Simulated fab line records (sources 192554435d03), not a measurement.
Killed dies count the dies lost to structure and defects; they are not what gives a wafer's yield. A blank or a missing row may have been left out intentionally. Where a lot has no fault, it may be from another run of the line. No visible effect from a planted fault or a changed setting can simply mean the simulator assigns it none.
Problem report, 8D (eight disciplines) form, completed by code + flow n5-finfet + the parts of the form that need people (team, actions taken, sign-off) are left out

== 1. WHAT IS WRONG ==
sort_bin_5_function at N5_PASSIVATION_PROBE_49 reads a mean of 95.5 % on 3 wafers of 1 lot; wafers without a fault read 5.1 % with a standard deviation of 0.94. Relative to the usual mean, that is a shift of +96 standard deviations.
First seen on wafer L373.1, day 15 09:35, on prober-02. Wafers with a number at this step in the record: 6, from 2 lots. Rule for "out", or "out of limits": more than 4 standard deviations from the usual mean. The other wafers with a number count as sound.

== 2. WHAT THIS IS AND IS NOT ==
| question                    | is                                                                                                                      | is not                                                                                 |
|-----------------------------|-------------------------------------------------------------------------------------------------------------------------|----------------------------------------------------------------------------------------|
| which readings at this step | sort_bin_5_function, defect-limited-yield, killed-at-front-end, killed-dies, killed-on-rim, sort-n-pass, sort-yield-pct | killed_at_M0_to_M3, killed-at-other, killed-short, sort_bin_6_memory, sort_bin_8_speed |
| which lots                  | L373                                                                                                                    | L386                                                                                   |
| which wafers of those lots  | all that have a number                                                                                                  | -                                                                                      |
| read on which tools         | prober-02                                                                                                               | prober-01                                                                              |
| when                        | from day 15 09:35                                                                                                       | up to then (0 sound wafers); but 3 sound wafers of L386 came after                     |

== 3. SUSPECTS, AND WHAT RULES EACH OUT ==
Counting: a tool at a process step up to the reading stays a suspect if it ran every lot that is out and no sound lot after the first of them.
- lpcvd-01 at N5_DUMMY_GATE_CVD_03 (deposits a-Si from SiH4, target thk 150 nm, time 8042 s): ruled out as a lasting fault. Sound lots L386 ran on it after its first lot that is out, L373 (day 4 14:55).
- prober-02 at N5_PASSIVATION_PROBE_49: kept. It ran the lot that is out, L373 (day 15 09:35), and no sound lot after that. Its own defect-limited-yield, killed-at-front-end, killed-dies, killed-on-rim, sort_bin_5_function, sort-n-pass, sort-yield-pct readings are out on those wafers.
The count leaves prober-02 at N5_PASSIVATION_PROBE_49.

== 4. THE CAUSE (what the simulator had put in) ==
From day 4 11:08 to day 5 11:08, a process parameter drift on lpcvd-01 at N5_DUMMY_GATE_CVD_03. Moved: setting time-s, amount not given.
It was ruled out by counting, in error; the rule expects a fault to strike all lots run on its tool from its start on, and this fault did not.

== 5. SEQUENCE OF EFFECTS, ordered by route ==
Each row: a reading whose mean over the struck wafers that have a number lies more than 3 standard deviations from the usual. Only readings for which the record gives a usual standard deviation are gone through. hours: the time from each lot's start at the first step in this table that gives one to its start at this step, as a median over the lots. sigmas: the change in usual standard deviations.
| hours | step                    | reading              | usual  | on struck wafers | change | sigmas |
|-------|-------------------------|----------------------|--------|------------------|--------|--------|
| 0     | N5_PASSIVATION_PROBE_49 | defect-limited-yield | 91.2 % | 0.0              | -91.2  | -65    |
| 0     | N5_PASSIVATION_PROBE_49 | killed-at-front-end  | 42     | 1107             | +1065  | +89    |
| 0     | N5_PASSIVATION_PROBE_49 | killed-dies          | 104    | 1180             | +1076  | +63    |
| 0     | N5_PASSIVATION_PROBE_49 | killed-on-rim        | 14     | 152              | +138   | +34    |
| 0     | N5_PASSIVATION_PROBE_49 | sort_bin_5_function  | 5.1 %  | 95.5             | +90.4  | +96    |
| 0     | N5_PASSIVATION_PROBE_49 | sort-n-pass          | 1074   | 0                | -1074  | -45    |
| 0     | N5_PASSIVATION_PROBE_49 | sort-yield-pct       | 91.1 % | 0.0              | -91.1  | -46    |
Process steps it contains:
- N5_PASSIVATION_PROBE_49

== 6. WHAT WOULD HAVE CAUGHT IT SOONER ==
In this record no reading fell out of limits until day 15 09:35, 262 hours after the fault had begun at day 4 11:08.
